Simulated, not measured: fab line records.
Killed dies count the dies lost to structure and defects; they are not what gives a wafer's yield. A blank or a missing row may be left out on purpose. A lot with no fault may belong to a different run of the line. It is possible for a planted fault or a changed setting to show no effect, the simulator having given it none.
2 desks looking at one fault || flow n5 finfet || each desk holds nothing but its own numbers, with what lay behind them at the end

== THE METROLOGY DESK ==
Means of the sampled wafers that have a number, per lot and without regard to the tool the lot ran on: this is what the gauges read. Marked OUT: a lot whose mean sits more than 4 standard deviations from the usual mean, which makes it out of limits; the brackets give that distance. Shown here are 7 of its 11 readings, the ones lying furthest out on some lot.
Columns: A = MD_CAP_THK at N5_MOL_CONTACT_COAG_THK_MEAS_29, usual 17.90 nm; B = DIBL_N at N5_BEOL_M4_RC_MEAS_101, usual 36.7 mV/V; C = DIBL_P at N5_BEOL_M4_RC_MEAS_101, usual 36.9 mV/V; D = IOFF_P at N5_BEOL_M4_RC_MEAS_101, usual 0.22 nA/um; E = ION_P at N5_BEOL_M4_RC_MEAS_101, usual 465 uA/um; F = SS_P at N5_BEOL_M4_RC_MEAS_101, usual 73.5 mV/dec; G = VT_N at N5_BEOL_M4_RC_MEAS_101, usual 250 mV
{"lot": "L919", "first seen here": "day 5 00:56", "A": 17.87, "B": 38.0, "C": 40.0, "D": 0.25, "E": 466, "F": 74.0, "G": 249}
{"lot": "L923", "first seen here": "day 6 02:27", "A": 17.88, "B": 36.1, "C": 36.2, "D": 0.19, "E": 467, "F": 72.9, "G": 249}
{"lot": "L930", "first seen here": "day 7 20:43", "A": 17.98, "B": 39.1, "C": 39.3, "D": 0.30, "E": 472, "F": 74.5, "G": 248}
{"lot": "L932", "first seen here": "day 8 06:32", "A": 17.86, "B": 36.3, "C": 37.6, "D": 0.19, "E": 462, "F": 73.2, "G": 248}
{"lot": "L933", "first seen here": "day 8 15:03", "A": 17.84, "B": 36.2, "C": 36.3, "D": 0.19, "E": 452, "F": 73.8, "G": 255}
{"lot": "L935", "first seen here": "day 9 01:35", "A": 17.74, "B": 35.4, "C": 35.2, "D": 0.20, "E": 463, "F": 73.0, "G": 251}
{"lot": "L938", "first seen here": "day 10 01:17", "A": 18.06, "B": 33.1, "C": 33.1, "D": 0.17, "E": 457, "F": 72.2, "G": 252}
{"lot": "L939", "first seen here": "day 10 12:02", "A": 17.86, "B": 38.4, "C": 37.5, "D": 0.24, "E": 466, "F": 74.2, "G": 246}
{"lot": "L941", "first seen here": "day 10 19:19", "A": 17.90, "B": 33.3, "C": 33.8, "D": 0.17, "E": 455, "F": 72.6, "G": 252}
{"lot": "L942", "first seen here": "day 10 22:10", "A": 17.84, "B": 37.3, "C": 38.0, "D": 0.21, "E": 463, "F": 73.4, "G": 253}
Result from this desk: across the 10 lots, nothing is out of limits.

== DESK OF THE TOOL OWNER: ald sin-04 ==
The tool's own readings at N5_MOL_CONTACT_COAG_ALD_27 (deposits SiOC, target thk 17 nm, pulse time 1.5 s, time 2720 s): means of the sampled wafers that have a number, for each lot that ran on this tool. Marked OUT: a lot whose mean sits more than 4 standard deviations from the usual mean, which makes it out of limits; the brackets give that distance.
Columns: A = heater power w at N5_MOL_CONTACT_COAG_ALD_27, usual 865 W; B = precursor pulse height rel at N5_MOL_CONTACT_COAG_ALD_27, usual 0.999; C = run length s at N5_MOL_CONTACT_COAG_ALD_27, usual 2769.9 s
{"lot": "L930", "first seen here": "day 7 18:50", "A": 822, "B": 1.011, "C": "2849.2 (+99 or more) OUT"}
{"lot": "L932", "first seen here": "day 8 04:40", "A": 751, "B": 0.989, "C": "2849.2 (+99 or more) OUT"}
{"lot": "L933", "first seen here": "day 8 13:11", "A": 780, "B": 1.020, "C": "2809.7 (+71) OUT"}
{"lot": "L942", "first seen here": "day 10 20:10", "A": 817, "B": 1.018, "C": 2769.5}
This desk finds L930, L932, L933 out of limits, L930 being first, at day 7 18:50 (run length s at N5_MOL_CONTACT_COAG_ALD_27). In limits: L942.

== BROUGHT TOGETHER ==
The tool owner's desk could have raised an alarm at day 7 18:50, on L930, L932, L933.
Nothing out of limits was seen by the metrology desk.
The metrology desk holds a record of L930, L932, L933, inside its limits.
All the named lots went through N5_MOL_CONTACT_COAG_ALD_27 on ald sin-04.

== WHAT WAS PUT IN BY THE SIMULATOR ==
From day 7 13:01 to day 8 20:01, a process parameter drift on ald sin-04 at N5_MOL_CONTACT_COAG_ALD_27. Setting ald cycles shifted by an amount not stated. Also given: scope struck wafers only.
Lots struck among those shown: L930, L932, L933.
Hours from the fault's start to each desk's first reading out of limits: the tool owner's desk, 6.
